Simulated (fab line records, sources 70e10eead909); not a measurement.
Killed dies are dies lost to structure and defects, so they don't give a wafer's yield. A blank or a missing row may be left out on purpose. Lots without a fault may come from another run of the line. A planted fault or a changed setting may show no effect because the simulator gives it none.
fab line records | flow nand_harc
record lots=12 wafers=36 last_day=34
route steps=1302 shown A_M0@1162 A_M1@1177 END@1302
lots that met no fault: from a run of the same line without faults
start_h: hours from the record's first day to the start of the lot's first wafer shown | wait_h: hours since the lot's step before | " the same as in the row above | L1.1+2: a row that stands for several wafers | - no value, or no start given | * or withheld: withheld | < > ~ a bound
route shown NAME@n: a module of which the file shows steps, and the number in the route of the first | usual: mean/standard deviation of fault-free wafers | same: alike in all rows | chamber/n: place in a boat | sites: the reading at each site | _std_site: their standard deviation | _edge_site: outer sites' mean less inner sites' | radius_mm: how far each site lies from the wafer's centre | mask NAME#n: copy n | behind: the tool/chamber that last shaped the wafer | hold: why the lot was held/for how many hours/how that ended | device: the transistor (n, p or np) that didn't switch | end of line: the same wafers' tests at the end of the route | a step without rows: its recipe alone | killed: dies lost to structure and defects at the first sort, not the wafer's yield | map: a wafer's dies, x killed, . not, _ none there
set.NAME: the setting as run; set.NAME@STEP: as run at that earlier step | model.NAME: the simulator's own value behind a step, which no gauge read
steps of the route over a sample of lots; a table a step, a row a wafer
services: from which hour (start_h, from the record's first day; less than 0 if before it) a tool's chamber was out of use, for how many hours, and why
## steps
# step NHARC_A_M0_CMP_23
# recipe t_overpolish_s=20 target_thk_nm=113.75
# usual motor_current_A=11.6/1.5 time_to_endpoint_s=28.6/2.3
# columns lot.wafer tool chamber start_h wait_h motor_current_A time_to_endpoint_s
L205.2 cmp-01 3 544.73 - 12.8 32.8
L205.4 " 0 " " 13.7 30.2
L205.1 " 1 " " 11.0 33.3
L208.3 cmp-01 1 559.03 - 11.6 28.0
L208.1 " 2 " " 13.5 30.4
L208.5 " 1 " " 11.4 28.0
L209.1 cmp-01 1 561.14 - 10.6 32.5
L209.3 " 3 " " 13.3 30.0
L209.5 " 1 " " 11.5 30.4
L211.4 cmp-02 3 595.27 - 10.0 26.7
L211.1 " 0 " " 12.9 26.5
L211.6 " 3 " " 9.2 28.3
L213.4 cmp-02 3 617.65 - 9.7 32.3
L213.3 " 0 " " 13.0 29.8
L213.6 " 3 " " 9.7 30.7
L216.3 cmp-01 1 635.05 - 10.8 27.5
L216.1 " 2 " " 12.3 22.7
L216.5 " 3 " " 12.6 27.0
L220.3 cmp-04 2 694.52 - 10.9 29.0
L220.1 " 3 " " 11.1 30.1
L220.6 " 3 " " 10.2 30.7
L222.3 cmp-02 3 713.65 - 9.9 32.0
L222.4 " 2 " " 10.8 30.2
L222.6 " 0 " " 13.5 28.5
L223.1 cmp-04 0 714.94 - 11.6 26.9
L223.3 " 3 " " 10.6 29.9
L223.5 " 1 " " 10.6 27.8
L224.2 cmp-02 1 728.29 - 9.7 30.3
L224.6 " 3 " " 10.4 30.2
L224.5 " 0 " " 13.5 28.3
L226.2 cmp-02 2 764.00 - 11.4 26.4
L226.5 " 1 " " 10.2 26.7
L226.6 " 2 " " 11.1 26.2
L227.2 cmp-01 1 767.09 - 11.6 28.0
L227.3 " 3 " " 12.7 30.8
L227.6 " 0 " " 14.1 25.9
# step NHARC_A_M1_PEB_07
# recipe peb_temp_c=100 peb_time_s=65
# columns lot.wafer tool chamber start_h wait_h
L205.1+2+4 litho_track-01 0 546.40 0.1
L208.1+3+5 litho_track-06 0 560.93 0.1
L209.1+3+5 litho_track-06 0 563.08 0.1
L211.1+4+6 litho_track-01 0 597.03 0.1
L213.3+4+6 litho_track-04 0 619.44 0.0
L216.1+3+5 litho_track-04 0 636.76 0.1
L220.1+3+6 litho_track-04 0 696.29 0.1
L222.3+4+6 litho_track-04 0 715.45 0.1
L223.1+3+5 litho_track-06 0 716.74 0.1
L224.2+5+6 litho_track-01 0 729.89 0.1
L226.2+5+6 litho_track-01 0 765.73 0.1
L227.2+3+6 litho_track-06 0 768.85 0.1
# step NHARC_A_M1_CD_MEAS_09
# recipe target_cd_nm=120 landing_energy_ev=500
# usual cd_nm=119.9/0.52
# columns lot.wafer tool chamber start_h wait_h cd_nm
L205.1 cd_sem-01 0 546.47 - 119.8
L205.2 " 0 " " 119.8
L205.4 " 0 " " 119.0
L208.1 cd_sem-03 0 561.01 - 119.5
L208.3 " 0 " " 119.6
L208.5 " 0 " " 119.5
L209.1 cd_sem-01 0 563.16 - 119.9
L209.3 " 0 " " 118.7
L209.5 " 0 " " 120.2
L211.1 cd_sem-02 0 597.11 - 119.9
L211.4 " 0 " " 119.3
L211.6 " 0 " " 119.8
L213.3 cd_sem-01 0 619.52 - 119.9
L213.4 " 0 " " 119.7
L213.6 " 0 " " 119.9
L216.1 cd_sem-02 0 636.84 - 120.5
L216.3 " 0 " " 119.9
L216.5 " 0 " " 119.6
L220.1 cd_sem-01 0 696.37 - 120.2
L220.3 " 0 " " 124.8
L220.6 " 0 " " 124.5
L222.3 cd_sem-02 0 715.53 - 123.7
L222.4 " 0 " " 120.6
L222.6 " 0 " " 123.7
L223.1 cd_sem-01 0 716.82 - 119.6
L223.3 " 0 " " 120.2
L223.5 " 0 " " 119.7
L224.2 cd_sem-02 0 729.97 - 119.5
L224.5 " 0 " " 120.1
L224.6 " 0 " " 119.7
L226.2 cd_sem-01 0 765.82 - 120.7
L226.5 " 0 " " 119.9
L226.6 " 0 " " 119.8
L227.2 cd_sem-01 0 768.94 - 120.3
L227.3 " 0 " " 120.2
L227.6 " 0 " " 118.6
# step NHARC_A_M1_OVL_MEAS_10
# recipe pitch_nm=240
# usual overlay_x_nm=0.2/0.83 overlay_y_nm=-0.1/0.71
# columns lot.wafer tool chamber start_h wait_h overlay_x_nm overlay_y_nm
L205.1 overlay-01 - 546.56 - -1.0 -0.2
L205.2 " - " " -0.9 -0.4
L205.4 " - " " -0.8 -0.3
L208.1 overlay-01 - 561.10 - 0.8 -0.3
L208.3 " - " " -0.7 0.0
L208.5 " - " " -0.5 -0.2
L209.1 overlay-01 - 563.26 - -0.2 0.6
L209.3 " - " " -0.1 0.8
L209.5 " - " " -0.6 0.8
L211.1 overlay-02 - 597.19 - -0.3 -0.3
L211.4 " - " " -0.9 0.2
L211.6 " - " " -0.8 -0.2
L213.3 overlay-01 - 619.61 - 0.9 0.5
L213.4 " - " " 0.3 0.8
L213.6 " - " " 0.6 0.8
L216.1 overlay-02 - 636.93 - -1.0 -0.3
L216.3 " - " " -1.2 -0.5
L216.5 " - " " -0.5 -0.1
L220.1 overlay-01 - 696.45 - 0.4 -0.7
L220.3 " - " " 0.0 -0.6
L220.6 " - " " 0.2 -0.6
L222.3 overlay-02 - 715.61 - 0.5 -1.5
L222.4 " - " " 0.8 -1.1
L222.6 " - " " 1.0 -0.5
L223.1 overlay-01 - 716.90 - 0.1 0.2
L223.3 " - " " 0.6 -0.4
L223.5 " - " " 0.8 0.0
L224.2 overlay-02 - 730.06 - 1.1 0.2
L224.5 " - " " 1.4 0.7
L224.6 " - " " 1.5 0.8
L226.2 overlay-01 - 765.90 - -1.3 0.1
L226.5 " - " " -1.2 0.1
L226.6 " - " " -0.7 0.1
L227.2 overlay-01 - 769.02 - -1.4 -0.3
L227.3 " - " " -1.7 -0.3
L227.6 " - " " -1.3 -0.7
# step NHARC_A_M1_ETCH_35
# recipe target_depth_a=400 overetch_a=120 time_s=43.94 ion_energy_ev=200 n2_flow_sccm=150 h2_flow_sccm=150 ar_flow_sccm=0 rf_w=400 bias_w=150 chemistry=N2/H2
# usual drypump_motor_current_A=5.7/0.41 n2_flow_sccm=150.0/0.47 oes_product_au=1.000/0.0072 rf_vpp_V=430.3/2 showerhead_plenum_p_Torr=2.03/0.068 throttle_valve_pct=14.172/0.0085
# same time_s=43.94
# columns lot.wafer tool chamber start_h wait_h drypump_motor_current_A n2_flow_sccm oes_product_au rf_hours_counter_h rf_vpp_V showerhead_plenum_p_Torr throttle_valve_pct
L205.2 rie_diel-13 1 546.76 0.1 6.1 149.4 0.985 1.2 430.0 2.03 14.168
L205.1 " 2 " " 6.2 149.9 1.009 1.0 432.6 2.13 14.157
L205.4 " 1 " " 6.1 149.5 1.002 - 433.0 2.03 14.180
L208.3 rie_diel-08 2 561.29 0.1 5.6 150.1 1.005 0.1 430.1 1.99 14.168
L208.1 " 3 " " 5.1 150.0 0.990 0.1 430.1 2.04 14.171
L208.5 " 1 " " 5.5 150.3 1.006 - 428.9 1.97 14.169
L209.1 rie_diel-13 2 563.45 0.1 6.2 150.7 0.993 1.4 433.9 2.13 14.174
L209.3 " 3 " " 5.4 150.5 0.999 1.4 432.3 2.10 14.167
L209.5 " 2 " " 6.2 150.4 1.002 - 432.2 2.13 14.189
L211.4 rie_diel-13 3 597.38 0.1 5.5 149.2 0.989 4.1 429.5 2.09 14.176
L211.1 " 2 " " 6.2 149.6 0.993 3.8 433.0 2.13 14.180
L211.6 " 0 " " 5.4 148.9 1.000 - 427.0 1.92 14.180
L213.3 rie_diel-08 1 619.86 0.1 5.5 150.1 0.997 - 427.4 1.97 14.164
L213.4 " 3 " " 5.1 150.1 1.001 - 431.8 2.04 14.151
L213.6 " 3 " " 5.1 150.1 1.006 - 431.7 2.04 14.170
L216.1 rie_diel-08 3 637.12 0.1 5.1 150.1 0.995 2.3 430.1 2.04 14.163
L216.3 " 0 " " 6.2 149.5 0.996 1.6 431.1 2.03 14.172
L216.5 " 1 " " 5.5 150.4 0.997 - 430.6 1.97 14.178
L220.1 rie_diel-08 3 696.65 0.1 5.1 150.0 1.005 4.6 430.2 2.04 14.191
L220.3 " 0 " " 6.2 151.1 1.006 3.5 430.1 2.03 14.171
L220.6 " 2 " " 5.6 149.9 1.005 - 427.5 1.99 14.171
L222.4 rie_diel-13 2 715.80 0.1 6.2 150.2 1.003 0.4 432.4 2.13 14.168
L222.3 " 1 " " 6.1 150.0 0.997 0.5 430.2 2.02 14.172
L222.6 " 3 " " 5.5 149.8 0.989 - 431.9 2.09 14.191
L223.3 rie_diel-13 3 717.09 0.1 5.5 150.3 0.994 0.5 432.9 2.09 14.172
L223.1 " 1 " " 6.1 150.3 1.001 0.5 431.2 2.02 14.165
L223.5 " 3 " " 5.5 149.0 0.997 - 432.0 2.09 14.161
L224.2 rie_diel-13 1 730.24 0.1 6.1 149.4 1.010 1.5 428.9 2.02 14.153
L224.6 " 0 " " 5.5 150.8 0.999 - 426.7 1.92 14.165
L224.5 " 1 " " 6.1 150.2 1.011 - 429.8 2.02 14.181
L226.2 rie_diel-13 0 766.10 0.1 5.4 150.0 0.995 3.1 426.3 1.92 14.180
L226.5 " 1 " " 6.1 149.3 1.011 - 430.1 2.02 14.167
L226.6 " 2 " " 6.2 150.3 1.005 - 432.4 2.13 14.164
L227.2 rie_diel-13 3 769.20 0.1 5.5 150.2 0.988 3.7 432.7 2.09 14.167
L227.3 " 1 " " 6.1 150.2 1.000 3.0 431.9 2.02 14.175
L227.6 " 0 " " 5.4 148.9 0.996 - 427.3 1.92 14.168
# step NHARC_END_SORT_01
# recipe temp_c=25
# usual defect_limited_yield=90.1/2.4 killed_at_array=62/16 killed_at_other=0.8/1.1 killed_at_periphery=4/3.2 killed_dies=67/16 killed_open=3.5/1.9 killed_short=2.1/1.5
# same gross_dies=677
# columns lot.wafer tool chamber start_h wait_h defect_limited_yield[%] killed_at_array killed_at_other killed_at_periphery killed_dies killed_open killed_short
L211.1 prober-02 0 631.26 2.5 87.1 86 1 0 87 4 3
L211.4 prober-02 0 633.68 3.4 86.9 82 2 5 89 3 1
L211.6 prober-02 0 635.29 4.0 88.3 76 0 3 79 4 1
L216.1 prober-02 0 672.22 2.5 89.1 71 1 2 74 4 0
L216.3 prober-02 0 673.82 3.1 88.8 72 2 2 76 5 4
L216.5 prober-02 0 675.42 3.7 89.1 68 2 4 74 3 1
L213.3 prober-01 0 673.78 3.1 90.3 63 0 3 66 1 3
L213.4 prober-01 0 674.58 3.4 89.8 65 1 3 69 3 2
L213.6 prober-01 0 676.18 4.0 90.4 60 0 5 65 5 0
L220.6 prober-01 0 736.26 4.0 85.5 93 0 5 98 3 3
L223.1 prober-01 0 748.40 2.5 86.9 89 0 0 89 5 1
L223.3 prober-01 0 750.00 3.1 87.6 81 0 3 84 0 3
L223.5 prober-01 0 751.61 3.7 89.2 73 0 0 73 3 3
L222.3 prober-01 0 757.81 3.1 90.8 61 0 1 62 5 2
L222.4 prober-01 0 758.61 3.4 90.8 60 0 2 62 3 3
L222.6 prober-01 0 760.21 4.0 91.0 60 0 1 61 4 2
L226.2 prober-02 0 801.16 2.8 89.5 66 3 2 71 3 2
L226.5 prober-02 0 803.58 3.7 91.0 57 0 4 61 2 3
L226.6 prober-02 0 804.38 4.0 91.4 57 1 0 58 0 2
# killed by level:class
L211.1 A_CHANNEL_HOLE_D2:chamber_film_flake=32 A_SLIT:chamber_film_flake=31 A_CONTACT:chamber_film_flake=6 A_ZERO_WELL:chamber_film_flake=3 A_CHANNEL_HOLE_D1:chamber_film_flake=3 A_ONON_D1:geometric_particle:short=1 A_CHANNEL_FILL_D1:geometric_particle:open=1 A_CHANNEL_FILL_D1:geometric_particle:short=1
L211.4 A_CHANNEL_HOLE_D2:chamber_film_flake=34 A_SLIT:chamber_film_flake=32 P_ZERO_WELL:chamber_film_flake=4 A_CHANNEL_HOLE_D1:chamber_film_flake=4 A_CONTACT:chamber_film_flake=3 A_DECK1_JOINT:chamber_film_flake=2 THIN_TSV:chamber_film_flake=2 P_CONTACT:geometric_particle:open=1
L211.6 A_SLIT:chamber_film_flake=36 A_CHANNEL_HOLE_D2:chamber_film_flake=26 P_ZERO_WELL:chamber_film_flake=2 A_ZERO_WELL:chamber_film_flake=2 A_DECK1_JOINT:chamber_film_flake=2 A_WL_FILL:chamber_film_flake=2 A_CHANNEL_HOLE_D1:geometric_particle:open=1 A_CHANNEL_FILL_D1:geometric_particle:open=1
L216.1 A_SLIT:chamber_film_flake=34 A_CHANNEL_HOLE_D2:chamber_film_flake=19 A_CHANNEL_HOLE_D1:chamber_film_flake=7 A_BONDPAD:chamber_film_flake=3 A_ONON_D2:geometric_particle:open=2 A_CONTACT:chamber_film_flake=2 A_DECK1_JOINT:geometric_particle:open=1 A_BLC:geometric_particle:open=1
L213.3 A_CHANNEL_HOLE_D1:chamber_film_flake=29 A_CHANNEL_HOLE_D2:chamber_film_flake=23 A_CONTACT:chamber_film_flake=4 A_CHANNEL_FILL_D1:chamber_film_flake=2 A_CHANNEL_FILL_D1:geometric_particle:short=1 A_CHANNEL_HOLE_D2:geometric_particle:short=1 A_CONTACT:geometric_particle:open=1 A_M1:geometric_particle:short=1
L216.3 A_SLIT:chamber_film_flake=32 A_CHANNEL_HOLE_D2:chamber_film_flake=28 A_SOURCE_PLATE:geometric_particle:open=2 A_DECK1_JOINT:chamber_film_flake=2 P_CONTACT:geometric_particle:open=1 P_M0:geometric_particle:open=1 A_CHANNEL_FILL_D1:geometric_particle:short=1 A_ONON_D2:geometric_particle:short=1
L213.4 A_CHANNEL_HOLE_D1:chamber_film_flake=38 A_CHANNEL_HOLE_D2:chamber_film_flake=13 A_CONTACT:chamber_film_flake=6 A_STAIRCASE:chamber_film_flake=2 A_WL_FILL:chamber_film_flake=2 P_CONTACT:geometric_particle:open=1 A_ONON_D1:geometric_particle:short=1 A_CHANNEL_FILL_D1:geometric_particle:open=1
L216.5 A_SLIT:chamber_film_flake=35 A_CHANNEL_HOLE_D2:chamber_film_flake=20 A_CHANNEL_HOLE_D1:chamber_film_flake=7 THIN_TSV:chamber_film_flake=2 P_CONTACT:geometric_particle:short=1 P_M1:geometric_particle:open=1 A_ONON_D2:geometric_particle:open=1 A_WL_FILL:geometric_particle:open=1
L213.6 A_CHANNEL_HOLE_D1:chamber_film_flake=34 A_CHANNEL_HOLE_D2:chamber_film_flake=14 A_SLIT:chamber_film_flake=4 A_M0:geometric_particle:open=2 A_CONTACT:chamber_film_flake=2 P_GATE:geometric_particle:open=1 P_M0:geometric_particle:open=1 A_BLC:geometric_particle:open=1
L220.6 A_CHANNEL_HOLE_D1:chamber_film_flake=39 A_SLIT:chamber_film_flake=34 A_BLC:chamber_film_flake=5 A_CONTACT:chamber_film_flake=4 P_GATE:chamber_film_flake=3 A_ONON_D2:geometric_particle:open=2 A_WL_FILL:geometric_particle:short=2 P_CONTACT:chamber_film_flake=2
L223.1 A_CHANNEL_HOLE_D1:chamber_film_flake=41 A_SLIT:chamber_film_flake=33 A_CONTACT:chamber_film_flake=5 A_CHANNEL_FILL_D2:geometric_particle:open=2 A_WL_FILL:geometric_particle:open=2 A_CHANNEL_FILL_D1:geometric_particle:short=1 A_ONON_D2:geometric_particle:open=1 A_ZERO_WELL:chamber_film_flake=1
L223.3 A_CHANNEL_HOLE_D1:chamber_film_flake=39 A_SLIT:chamber_film_flake=32 A_STAIRCASE:chamber_film_flake=5 A_CONTACT:chamber_film_flake=2 A_SOURCE_PLATE:geometric_particle:short=1 A_CHANNEL_HOLE_D1:geometric_particle:short=1 A_DECK1_JOINT:geometric_particle:short=1 P_ZERO_WELL:chamber_film_flake=1
L223.5 A_CHANNEL_HOLE_D1:chamber_film_flake=34 A_SLIT:chamber_film_flake=27 A_CONTACT:chamber_film_flake=3 A_M0:geometric_particle:short=2 A_ONON_D1:geometric_particle:open=1 A_CHANNEL_FILL_D1:geometric_particle:open=1 A_ONON_D2:geometric_particle:short=1 A_WL_FILL:geometric_particle:open=1
L222.3 A_CHANNEL_HOLE_D2:chamber_film_flake=27 A_CHANNEL_HOLE_D1:chamber_film_flake=13 A_CONTACT:chamber_film_flake=7 A_SLIT:chamber_film_flake=6 A_ONON_D1:geometric_particle:open=2 A_SOURCE_PLATE:geometric_particle:open=2 A_CHANNEL_HOLE_D2:geometric_particle:short=1 A_M1:geometric_particle:open=1
L222.4 A_CHANNEL_HOLE_D2:chamber_film_flake=25 A_CHANNEL_HOLE_D1:chamber_film_flake=13 A_CONTACT:chamber_film_flake=8 A_SLIT:chamber_film_flake=6 A_ONON_D2:geometric_particle:short=2 P_STI:chamber_film_flake=2 A_ONON_D1:geometric_particle:open=1 A_DECK1_JOINT:geometric_particle:open=1
L222.6 A_CHANNEL_HOLE_D2:chamber_film_flake=23 A_CHANNEL_HOLE_D1:chamber_film_flake=19 A_CONTACT:chamber_film_flake=4 A_SLIT:chamber_film_flake=3 A_DECK1_JOINT:geometric_particle:open=2 A_STAIRCASE:chamber_film_flake=2 A_CHANNEL_FILL_D1:geometric_particle:open=1 A_DECK1_JOINT:geometric_particle:short=1
L226.2 A_CHANNEL_HOLE_D2:chamber_film_flake=37 A_SLIT:chamber_film_flake=10 A_STAIRCASE:chamber_film_flake=7 A_CONTACT:chamber_film_flake=4 A_CHANNEL_HOLE_D1:chamber_film_flake=2 A_DECK1_JOINT:chamber_film_flake=2 THIN_TSV:chamber_film_flake=2 P_GATE:geometric_particle:open=1
L226.5 A_CHANNEL_HOLE_D2:chamber_film_flake=35 A_STAIRCASE:chamber_film_flake=7 A_SLIT:chamber_film_flake=6 A_CONTACT:chamber_film_flake=2 P_M0:geometric_particle:open=1 A_ONON_D1:geometric_particle:short=1 A_DECK1_JOINT:geometric_particle:short=1 A_ONON_D2:geometric_particle:short=1
L226.6 A_CHANNEL_HOLE_D2:chamber_film_flake=32 A_SLIT:chamber_film_flake=12 A_CONTACT:chamber_film_flake=9 A_ONON_D1:geometric_particle:short=1 A_CONTACT:geometric_particle:short=1 A_STAIRCASE:chamber_film_flake=1 A_BONDPAD:chamber_film_flake=1 THIN_TSV:chamber_film_flake=1
## services
# columns tool chamber start_h hours kind
cmp-02 - 526.73 4.0 pm
litho_track-06 - 529.00 7.0 pm
cmp-02 - 537.07 0.8 repair
cmp-01 - 539.27 0.8 repair
rie_diel-08 - 544.80 9.0 pm
rie_diel-13 3 545.48 4.0 repair
litho_track-04 - 553.00 7.0 pm
rie_diel-13 2 555.06 7.5 repair
cmp-01 - 577.60 4.0 pm
cmp-01 - 585.13 32.6 repair
rie_diel-08 2 606.43 14.8 repair
cmp-02 - 615.40 1.0 repair
cmp-02 - 624.73 4.0 pm
cmp-02 - 632.70 6.1 repair
cmp-02 - 658.10 1.3 repair
cmp-02 - 667.35 1.7 repair
cmp-01 - 675.60 4.0 pm
cmp-02 - 681.62 1.8 repair
rie_diel-13 - 696.31 9.0 pm
cmp-01 - 714.72 0.8 repair
cmp-02 - 715.23 4.7 repair
cmp-02 - 722.73 4.0 pm
cmp-02 - 732.21 0.8 repair
rie_diel-13 - 739.10 0.7 repair
## key
first_sign step=NHARC_A_M1_CD_MEAS_09 reading=cd_nm direction=up sigmas=8.3 usual=119.9 struck=124.2
effect none on later readings
met_at NHARC_A_M1_PEB_07
struck_lots L220,L222
struck_wafers L220.3,L220.6,L222.3,L222.6
not_acting_at NHARC_A_M0_CMP_23,NHARC_A_M1_OVL_MEAS_10,NHARC_A_M1_ETCH_35
onset_between 636.76 696.29
fault kind=process_parameter_drift tool=litho_track-04 chamber=- onset_h=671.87 steps=NHARC_A_M1_PEB_07 channel=peb_time_s offset=* shape=step end_h=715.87 scope=struck_wafers_only acts_in=* stated=*
